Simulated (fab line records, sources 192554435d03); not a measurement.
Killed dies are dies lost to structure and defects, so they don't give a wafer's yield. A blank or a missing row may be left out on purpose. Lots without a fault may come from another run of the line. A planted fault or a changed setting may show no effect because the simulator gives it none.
fab line records | flow n5_finfet | part 1 of 2: steps 1 to 3 of 6
record lots=23 wafers=69 last_day=17
route steps=1938 shown MOL_CONTACT_COAG@618 BEOL_M0_SAQP@632 BEOL_M0@730
lots that met no fault: from a run of the same line without faults
start_h: hours from the record's first day to the start of the lot's first wafer shown | wait_h: hours since the lot's step before | " the same as in the row above | L1.1+2: a row that stands for several wafers | - no value, or no start given | * or withheld: withheld | < > ~ a bound
route shown NAME@n: a module of which the file shows steps, and the number in the route of the first | usual: mean/standard deviation of fault-free wafers | same: alike in all rows | chamber/n: place in a boat | sites: the reading at each site | _std_site: their standard deviation | _edge_site: outer sites' mean less inner sites' | radius_mm: how far each site lies from the wafer's centre | mask NAME#n: copy n | behind: the tool/chamber that last shaped the wafer | hold: why the lot was held/for how many hours/how that ended | device: the transistor (n, p or np) that didn't switch | end of line: the same wafers' tests at the end of the route | a step without rows: its recipe alone | killed: dies lost to structure and defects at the first sort, not the wafer's yield | map: a wafer's dies, x killed, . not, _ none there
set.NAME: the setting as run; set.NAME@STEP: as run at that earlier step | model.NAME: the simulator's own value behind a step, which no gauge read
steps of the route over a sample of lots; a table a step, a row a wafer
services: from which hour (start_h, from the record's first day; less than 0 if before it) a tool's chamber was out of use, for how many hours, and why
## steps
# step N5_MOL_CONTACT_COAG_STRIP_72
# recipe chemistry=N2/H2 power_w=450 temp_c=40 pressure_mtorr=20 rf_frequency_hz=6e+07 overash_fraction=3 bias_power_w=7 h2_frac=0.5 n2_flow_sccm=200 h2_flow_sccm=200
# usual chamber_pressure_mTorr=20.00/0.045 drypump_motor_current_A=5.5/0.52 oes_product_au=0.82/0.099 power_w=450.1/1.3 rf_vpp_V=59.0/2 showerhead_plenum_p_Torr=2.52/0.071 throttle_valve_pct=23.71/0.29
# columns lot.wafer tool chamber start_h wait_h chamber_pressure_mTorr drypump_motor_current_A oes_product_au power_w rf_hours_counter_h rf_vpp_V showerhead_plenum_p_Torr throttle_valve_pct
L075.2 rie_diel-03 2 109.73 0.1 20.00 5.8 0.94 450.5 - 59.9 2.62 24.19
L075.5 " 2 " " 19.99 5.8 0.95 448.8 - 57.0 2.62 24.21
L075.6 " 2 " " 20.02 5.8 0.94 447.7 - 61.3 2.62 24.21
L076.3 rie_diel-06 2 113.49 0.0 19.98 4.7 0.68 448.8 230 60.1 2.49 23.74
L076.4 " 0 " " 19.98 5.2 0.93 450.3 11 58.4 2.61 23.65
L076.6 " 3 " " 20.03 4.8 0.70 450.6 - 57.4 2.63 23.67
L077.2 rie_diel-05 0 123.57 0.0 20.06 5.9 0.91 449.9 25 59.6 2.47 23.28
L077.4 " 2 " " 19.98 4.8 0.76 449.8 144 60.1 2.42 23.65
L077.6 " 2 " " 20.03 4.8 0.75 449.0 - 56.2 2.42 23.68
L074.1 rie_diel-06 2 125.33 0.0 19.94 4.7 0.70 450.6 233 58.7 2.49 23.78
L074.3 " 1 " " 20.05 5.9 0.69 451.6 210 58.9 2.48 23.66
L074.5 " 1 " " 20.06 5.9 0.69 451.4 - 58.7 2.48 23.65
L078.4 rie_diel-06 0 126.62 0.0 20.05 5.3 0.95 451.0 14 59.8 2.61 23.61
L078.5 " 1 " " 19.99 5.9 0.69 450.0 - 56.4 2.48 23.66
L078.6 " 0 " " 20.01 5.3 0.91 450.6 - 59.3 2.61 23.60
L079.1 rie_diel-05 3 128.96 0.0 19.97 6.1 0.70 451.0 180 63.1 2.54 24.00
L079.3 " 1 " " 19.97 5.1 0.88 450.1 15 58.4 2.59 23.46
L079.5 " 3 " " 20.03 6.0 0.73 453.3 - 60.7 2.54 23.98
L080.2 rie_diel-05 2 135.81 0.0 19.96 4.8 0.75 450.7 149 58.6 2.42 23.66
L080.3 " 3 " " 19.98 6.1 0.70 451.0 183 61.5 2.53 23.95
L080.6 " 0 " " 20.02 5.9 0.88 449.3 - 61.6 2.46 23.27
L082.2 rie_diel-05 1 155.08 0.0 20.06 5.1 0.84 448.6 25 56.8 2.59 23.50
L082.4 " 2 " " 19.98 4.8 0.75 450.6 158 58.2 2.41 23.70
L082.5 " 1 " " 20.04 5.1 0.86 449.1 - 59.0 2.58 23.49
L083.1 rie_diel-05 2 162.50 0.0 19.97 4.8 0.74 451.8 161 57.1 2.41 23.70
L083.3 " 1 " " 20.01 5.1 0.89 448.7 28 58.8 2.58 23.49
L083.4 " 3 " " 20.00 6.1 0.70 452.1 194 61.9 2.53 23.98
L084.1 rie_diel-05 2 165.36 0.0 19.96 4.8 0.73 449.9 162 59.0 2.41 23.68
L084.2 " 0 " " 19.98 5.9 0.89 451.6 40 56.5 2.46 23.27
L084.4 " 1 " " 19.98 5.1 0.86 448.6 29 58.2 2.58 23.50
L085.2 rie_diel-03 1 171.65 0.1 19.97 5.9 0.96 449.8 10 58.2 2.48 23.41
L085.3 " 2 " " 20.00 5.8 0.91 451.4 - 62.2 2.61 24.20
L085.6 " 2 " " 19.99 5.8 0.91 451.9 - 58.5 2.61 24.23
L086.2 rie_diel-05 2 179.67 0.0 20.02 4.8 0.72 452.8 167 61.1 2.41 23.70
L086.4 " 3 " " 20.00 6.1 0.70 451.1 199 59.4 2.53 24.04
L086.5 " 1 " " 19.98 5.1 0.85 449.4 - 63.1 2.58 23.52
L087.1 rie_diel-05 0 183.33 0.0 20.07 5.9 0.86 450.2 45 58.9 2.46 23.23
L087.5 " 0 " " 19.98 5.9 0.89 448.8 - 55.3 2.46 23.30
L087.6 " 1 " " 19.99 5.1 0.85 449.6 - 61.2 2.58 23.52
L088.4 rie_diel-05 2 187.53 0.0 19.99 4.8 0.73 448.9 170 56.1 2.41 23.73
L088.5 " 2 " " 19.99 4.8 0.71 449.1 - 62.1 2.41 23.69
L088.6 " 3 " " 20.00 6.1 0.70 451.0 - 59.4 2.53 23.96
L089.2 rie_diel-03 1 191.29 0.0 19.99 5.9 0.93 449.0 17 58.0 2.47 23.42
L089.5 " 1 " " 20.06 5.9 0.91 451.5 - 58.9 2.47 23.43
L089.6 " 0 " " 19.99 6.3 0.99 449.0 - 58.5 2.50 23.83
L090.2 rie_diel-05 1 201.00 0.0 19.95 5.1 0.84 452.2 41 60.6 2.58 23.50
L090.3 " 2 " " 19.96 4.8 0.73 449.8 174 56.4 2.41 23.70
L090.5 " 1 " " 20.00 5.1 0.86 450.3 - 59.3 2.58 23.51
L091.2 rie_diel-06 3 203.75 0.0 20.06 4.9 0.69 451.2 220 57.5 2.62 23.73
L091.5 " 1 " " 19.98 5.9 0.67 451.7 - 59.1 2.47 23.70
L091.6 " 2 " " 19.98 4.7 0.98 449.0 - 59.0 2.48 23.49
L092.2 rie_diel-03 0 207.76 0.0 19.97 6.3 0.96 448.0 12 59.7 2.50 23.84
L092.4 " 1 " " 20.04 5.9 0.90 448.4 - 57.3 2.47 23.43
L092.5 " 2 " " 19.96 5.8 0.86 448.5 - 59.3 2.60 24.22
L093.2 rie_diel-03 2 214.38 0.0 19.94 5.8 0.87 447.5 53 59.6 2.60 24.23
L093.3 " 0 " " 20.07 6.3 0.97 449.3 14 61.5 2.50 23.78
L093.6 " 2 " " 20.03 5.8 0.86 449.3 - 57.8 2.60 24.24
L094.2 rie_diel-05 0 219.59 0.0 19.93 5.9 0.87 450.7 57 60.3 2.45 23.27
L094.3 " 3 " " 19.94 6.1 0.70 450.9 212 57.0 2.52 24.01
L094.5 " 3 " " 20.01 6.1 0.69 450.6 - 58.4 2.52 24.00
L095.2 rie_diel-03 3 231.32 0.0 20.14 5.5 0.94 450.4 4 61.5 2.63 24.01
L095.4 " 0 " " 20.07 6.3 0.96 449.1 19 58.3 2.49 23.79
L095.5 " 3 " " 20.08 5.5 0.92 448.7 - 60.6 2.63 24.03
L096.1 rie_diel-03 3 233.49 0.0 20.00 5.5 0.94 452.1 5 60.1 2.63 24.03
L096.4 " 0 " " 19.93 6.3 0.94 450.7 20 55.4 2.49 23.81
L096.6 " 2 " " 19.95 5.8 0.85 448.8 - 59.0 2.59 24.24
L097.3 rie_diel-05 1 240.43 0.0 20.08 5.1 0.81 448.4 58 59.5 2.57 23.54
L097.4 " 3 " " 20.02 6.1 0.68 449.3 223 58.3 2.52 24.04
L097.6 " 1 " " 19.98 5.1 0.81 449.7 - 61.4 2.57 23.53
# step N5_BEOL_M0_SAQP_PECVD_00
# recipe material=SiCN target_thk_a=80 temp_c=withheld precursor=3MS/NH3 pressure_torr=3 rf_w=202 time_s=14
# usual showerhead_plenum_p_Torr=3.669/0.016 throttle_valve_pct=9.1/0.43
# same time_s=14
# columns lot.wafer tool chamber start_h wait_h showerhead_plenum_p_Torr throttle_valve_pct
L075.2 pecvd-03 0 114.20 0.2 3.682 9.4
L075.5 " 2 " " 3.673 8.5
L075.6 " 0 " " 3.673 9.2
L076.3 pecvd-03 0 117.85 0.1 3.672 9.1
L076.4 " 2 " " 3.667 8.8
L076.6 " 0 " " 3.683 9.4
L077.2 pecvd-02 2 127.96 0.2 3.685 8.7
L077.4 " 1 " " 3.660 9.6
L077.6 " 0 " " 3.675 8.3
L074.1 pecvd-03 2 130.95 0.2 3.669 8.8
L074.3 " 0 " " 3.675 9.2
L074.5 " 1 " " 3.665 9.5
L079.1 pecvd-03 1 133.95 0.2 3.679 9.4
L079.3 " 2 " " 3.673 9.0
L079.5 " 1 " " 3.679 9.4
L078.4 pecvd-04 1 133.97 0.1 3.644 9.7
L078.5 " 0 " " 3.655 8.9
L078.6 " 2 " " 3.650 9.4
L080.2 pecvd-03 1 140.19 0.2 3.668 9.1
L080.3 " 0 " " 3.673 9.2
L080.6 " 0 " " 3.678 9.4
L082.2 pecvd-02 2 159.46 0.2 3.687 8.6
L082.4 " 0 " " 3.685 8.6
L082.5 " 2 " " 3.688 8.7
L083.1 pecvd-02 1 166.88 0.2 3.670 9.3
L083.3 " 2 " " 3.689 8.7
L083.4 " 0 " " 3.695 8.1
L084.1 pecvd-04 2 169.89 0.2 3.652 9.8
L084.2 " 0 " " 3.667 9.0
L084.4 " 1 " " 3.629 9.5
L085.2 pecvd-02 1 176.12 0.2 3.678 9.9
L085.3 " 2 " " 3.691 8.9
L085.6 " 2 " " 3.691 8.5
L086.2 pecvd-04 0 184.10 0.2 3.656 8.9
L086.4 " 0 " " 3.661 9.1
L086.5 " 2 " " 3.660 9.9
L087.1 pecvd-02 1 187.83 0.2 3.662 9.5
L087.5 " 2 " " 3.688 8.7
L087.6 " 0 " " 3.688 8.7
L088.4 pecvd-04 1 191.94 0.1 3.636 9.2
L088.5 " 0 " " 3.658 8.7
L088.6 " 2 " " 3.647 10.0
L089.2 pecvd-04 1 195.64 0.2 3.631 9.3
L089.5 " 0 " " 3.655 9.1
L089.6 " 1 " " 3.630 9.5
L090.2 pecvd-03 0 205.38 0.2 3.681 9.3
L090.3 " 1 " " 3.663 9.3
L090.5 " 0 " " 3.679 9.4
L091.2 pecvd-02 2 208.39 0.2 3.683 8.9
L091.5 " 1 " " 3.657 9.4
L091.6 " 2 " " 3.688 8.6
L092.2 pecvd-04 2 212.13 0.2 3.667 10.0
L092.4 " 0 " " 3.656 9.2
L092.5 " 1 " " 3.627 9.4
L093.2 pecvd-03 2 218.76 0.2 3.675 8.6
L093.3 " 0 " " 3.675 9.2
L093.6 " 1 " " 3.659 9.4
L094.2 pecvd-03 2 224.17 0.2 3.665 8.9
L094.3 " 0 " " 3.685 9.4
L094.5 " 0 " " 3.680 9.3
L095.2 pecvd-02 2 235.67 0.2 3.691 8.8
L095.4 " 1 " " 3.659 9.6
L095.5 " 0 " " 3.682 8.6
L096.1 pecvd-04 0 238.69 0.2 3.657 9.1
L096.4 " 2 " " 3.662 9.8
L096.6 " 1 " " 3.633 9.3
L097.3 pecvd-03 0 244.80 0.1 3.677 9.2
L097.4 " 1 " " 3.671 9.4
L097.6 " 0 " " 3.683 9.3
# step N5_BEOL_M0_SAQP_DESCUM_19
# recipe chemistry=O2 time_s=7.9 source_power_w=50 bias_power_w=20 pressure_mtorr=20 rf_frequency_hz=2.712e+07 temp_c=40 resist=CAR-ArF o2_flow_sccm=225
# usual chamber_pressure_mTorr=19.999/0.018 drypump_motor_current_A=5.9/0.53 oes_product_au=0.80/0.084 rf_vpp_V=243.4/1.3 showerhead_plenum_p_Torr=2.10/0.063 throttle_valve_pct=20.41/0.3
# same time_s=7.9
# columns lot.wafer tool chamber start_h wait_h chamber_pressure_mTorr drypump_motor_current_A oes_product_au rf_hours_counter_h rf_vpp_V showerhead_plenum_p_Torr throttle_valve_pct
L075.2 rie_diel-02 0 117.11 0.0 20.018 5.6 0.68 229 244.5 2.14 20.65
L075.5 " 1 " " 20.010 5.3 0.76 - 242.9 2.06 20.07
L075.6 " 0 " " 20.018 5.6 0.69 - 243.7 2.14 20.66
L076.3 rie_diel-02 3 120.37 0.1 19.985 6.0 0.72 156 243.0 2.11 20.94
L076.4 " 1 " " 19.968 5.3 0.76 - 242.1 2.06 20.05
L076.6 " 0 " " 20.002 5.6 0.69 - 243.9 2.14 20.67
L077.2 rie_diel-04 2 128.90 0.0 19.999 5.7 0.75 149 241.7 2.02 20.35
L077.4 " 0 " " 20.005 6.1 0.74 163 245.1 2.16 20.42
L077.6 " 3 " " 19.998 6.7 0.81 - 242.2 2.03 20.22
L074.1 rie_diel-04 2 132.79 0.0 19.982 5.8 0.75 151 241.8 2.02 20.36
L074.3 " 1 " " 19.975 5.0 0.91 16 245.0 2.17 20.57
L074.5 " 3 " " 19.991 6.7 0.82 - 242.5 2.03 20.25
L078.4 rie_diel-04 3 135.56 0.7 20.015 6.6 0.82 - 240.2 2.03 20.25
L078.5 " 1 " " 20.013 5.0 0.90 - 242.9 2.17 20.58
L078.6 " 2 " " 20.004 5.7 0.75 - 242.5 2.02 20.36
L079.1 rie_diel-02 2 135.90 0.8 19.984 6.2 0.96 2 247.2 2.23 20.18
L079.3 " 3 " " 19.980 6.0 0.70 162 243.2 2.11 20.94
L079.5 " 3 " " 19.987 6.0 0.71 - 241.7 2.11 20.95
L080.2 rie_diel-04 2 142.07 0.1 20.021 5.7 0.75 156 241.9 2.02 20.36
L080.3 " 3 " " 20.016 6.7 0.81 121 240.7 2.03 20.27
L080.6 " 1 " " 20.002 5.0 0.89 - 244.0 2.17 20.60
L082.2 rie_diel-02 0 160.54 0.1 19.995 5.6 0.69 245 244.7 2.14 20.68
L082.4 " 3 " " 20.018 6.0 0.71 - 243.0 2.11 20.94
L082.5 " 0 " " 19.981 5.6 0.69 - 244.1 2.14 20.70
L083.1 rie_diel-01 0 170.23 0.0 20.030 5.1 0.89 33 242.5 2.06 20.12
L083.3 " 2 " " 19.998 6.8 0.79 122 241.0 2.02 20.02
L083.4 " 1 " " 19.979 6.4 0.88 39 243.6 2.13 20.60
L084.1 rie_diel-02 3 171.42 0.0 20.008 6.0 0.70 175 242.4 2.10 20.96
L084.2 " 2 " " 19.949 6.2 0.92 16 245.7 2.23 20.19
L084.4 " 0 " " 20.025 5.6 0.68 - 244.2 2.14 20.69
L085.2 rie_diel-02 3 177.88 0.0 20.031 6.0 0.70 177 242.8 2.10 20.96
L085.3 " 2 " " 19.983 6.2 0.91 18 244.2 2.22 20.20
L085.6 " 1 " " 20.016 5.3 0.76 - 243.2 2.06 20.08
L086.2 rie_diel-02 2 186.00 0.2 19.997 6.2 0.91 22 245.6 2.22 20.20
L086.4 " 3 " " 20.001 6.0 0.69 - 243.5 2.10 20.95
L086.5 " 2 " " 20.004 6.2 0.90 - 245.1 2.22 20.20
L087.1 rie_diel-01 3 191.82 0.0 20.003 6.3 0.73 183 242.7 2.09 20.29
L087.5 " 2 " " 19.980 6.8 0.79 - 242.6 2.02 20.04
L087.6 " 3 " " 19.973 6.3 0.72 - 243.2 2.09 20.29
L088.4 rie_diel-04 1 194.08 0.1 19.995 5.0 0.85 37 244.2 2.16 20.62
L088.5 " 0 " " 19.978 6.1 0.73 - 242.8 2.16 20.44
L088.6 " 3 " " 20.017 6.6 0.80 - 242.2 2.02 20.27
L089.2 rie_diel-01 0 198.51 0.0 20.015 5.1 0.89 41 242.6 2.05 20.12
L089.5 " 0 " " 20.004 5.1 0.89 - 243.7 2.05 20.15
L089.6 " 1 " " 19.976 6.4 0.89 - 243.1 2.13 20.60
L090.2 rie_diel-01 2 206.38 0.0 19.986 6.8 0.78 134 242.3 2.02 20.03
L090.3 " 3 " " 19.994 6.2 0.72 187 243.6 2.09 20.29
L090.5 " 0 " " 19.971 5.1 0.88 - 244.0 2.05 20.14
L091.2 rie_diel-02 0 210.45 0.0 20.004 5.6 0.94 6 244.8 2.13 20.37
L091.5 " 1 " " 20.019 5.3 0.74 - 244.1 2.06 20.11
L091.6 " 0 " " 19.999 5.6 0.94 - 244.3 2.13 20.36
L092.2 rie_diel-04 1 214.20 0.0 19.973 5.1 0.85 43 244.6 2.16 20.63
L092.4 " 3 " " 20.000 6.7 0.80 142 241.6 2.02 20.28
L092.5 " 0 " " 19.990 6.1 0.74 - 243.2 2.15 20.46
L093.2 rie_diel-02 1 221.12 0.0 20.029 5.3 0.75 174 243.2 2.05 20.11
L093.3 " 3 " " 20.005 6.0 0.68 191 242.3 2.10 20.97
L093.6 " 3 " " 20.003 5.9 0.69 - 242.9 2.10 20.98
L094.2 rie_diel-02 1 225.18 0.0 20.000 5.4 0.74 175 242.0 2.05 20.11
L094.3 " 0 " " 19.972 5.6 0.92 11 244.6 2.13 20.38
L094.5 " 2 " " 20.002 6.2 0.88 - 245.5 2.22 20.21
L095.2 rie_diel-01 3 238.75 0.9 20.022 6.3 0.71 197 243.2 2.09 20.30
L095.4 " 0 " " 20.026 5.1 0.87 55 241.8 2.05 20.15
L095.5 " 0 " " 20.019 5.1 0.87 - 243.7 2.05 20.15
L096.1 rie_diel-02 2 240.22 0.0 20.008 6.2 0.87 37 245.4 2.22 20.24
L096.4 " 0 " " 19.994 5.6 0.90 16 243.3 2.13 20.39
L096.6 " 2 " " 20.039 6.2 0.86 - 245.5 2.22 20.23
L097.3 rie_diel-02 3 245.89 0.0 20.001 6.0 0.68 198 244.3 2.10 20.98
L097.4 " 1 " " 19.999 5.4 0.73 182 243.3 2.05 20.12
L097.6 " 0 " " 19.984 5.6 0.91 - 243.6 2.13 20.39
